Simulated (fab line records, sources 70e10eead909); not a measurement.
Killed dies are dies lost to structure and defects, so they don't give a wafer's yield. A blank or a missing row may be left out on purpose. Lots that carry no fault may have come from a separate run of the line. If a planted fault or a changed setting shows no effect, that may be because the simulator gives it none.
Chamber matching || flow nand-harc || NHARC_A_STAIRCASE_DESCUM_168 on rie-diel-06 has 4 sister chambers
The step chemistry O2, time 3 s. 4 wafers are shown with their chamber, then 12 later ones without.

WAFERS PAIRED WITH THEIR CHAMBERS
{"wafer": "L086.6", "chamber": 0, "drypump-motor-current-A (A)": 5.3}
{"wafer": "L087.3", "chamber": 1, "drypump-motor-current-A (A)": 5.6}
{"wafer": "L087.5", "chamber": 2, "drypump-motor-current-A (A)": 6.3}
{"wafer": "L087.6", "chamber": 3, "drypump-motor-current-A (A)": 5.3}

WAFERS WITHOUT THEIR CHAMBER
{"wafer": "L090.2", "drypump-motor-current-A (A)": 5.6}
{"wafer": "L090.3", "drypump-motor-current-A (A)": 6.3}
{"wafer": "L090.6", "drypump-motor-current-A (A)": 5.2}
{"wafer": "L095.2", "drypump-motor-current-A (A)": 6.2}
{"wafer": "L095.4", "drypump-motor-current-A (A)": 5.3}
{"wafer": "L095.5", "drypump-motor-current-A (A)": 5.3}
{"wafer": "L096.2", "drypump-motor-current-A (A)": 5.2}
{"wafer": "L096.3", "drypump-motor-current-A (A)": 5.2}
{"wafer": "L096.4", "drypump-motor-current-A (A)": 5.6}
{"wafer": "L097.2", "drypump-motor-current-A (A)": 5.6}
{"wafer": "L097.3", "drypump-motor-current-A (A)": 5.3}
{"wafer": "L097.6", "drypump-motor-current-A (A)": 6.3}

WHICH CHAMBER EACH WENT THROUGH
{"wafer": "L090.2", "from the rows above": 1, "in truth": 1}
{"wafer": "L090.3", "from the rows above": 2, "in truth": 2}
{"wafer": "L090.6", "from the rows above": "can't be placed: 0 or 3", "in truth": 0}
{"wafer": "L095.2", "from the rows above": 2, "in truth": 2}
{"wafer": "L095.4", "from the rows above": "can't be placed: 0 or 3", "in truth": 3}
{"wafer": "L095.5", "from the rows above": "can't be placed: 0 or 3", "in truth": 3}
{"wafer": "L096.2", "from the rows above": "can't be placed: 0 or 3", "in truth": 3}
{"wafer": "L096.3", "from the rows above": "can't be placed: 0 or 3", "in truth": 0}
{"wafer": "L096.4", "from the rows above": 1, "in truth": 1}
{"wafer": "L097.2", "from the rows above": 1, "in truth": 1}
{"wafer": "L097.3", "from the rows above": "can't be placed: 0 or 3", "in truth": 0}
{"wafer": "L097.6", "from the rows above": 2, "in truth": 2}
Placed correctly: 6 of 12. These rows do not allow placing 6 (true chamber among the candidates in 6). Wrongly placed: 0.
How it was worked out, from the rows above alone: a wafer's distance from a chamber is the root of the sum, over the readings, of the square of ((its reading less the chamber's mean) divided by the reading's scatter). The wafer belongs to the nearest chamber; if the next one is less than 2 further off, it can't be placed. Each chamber's mean is taken over the wafers shown for it. The scatter (one wafer shown for each chamber): square how far every hidden wafer sits from the nearest shown wafer, average those squares and take the square root.
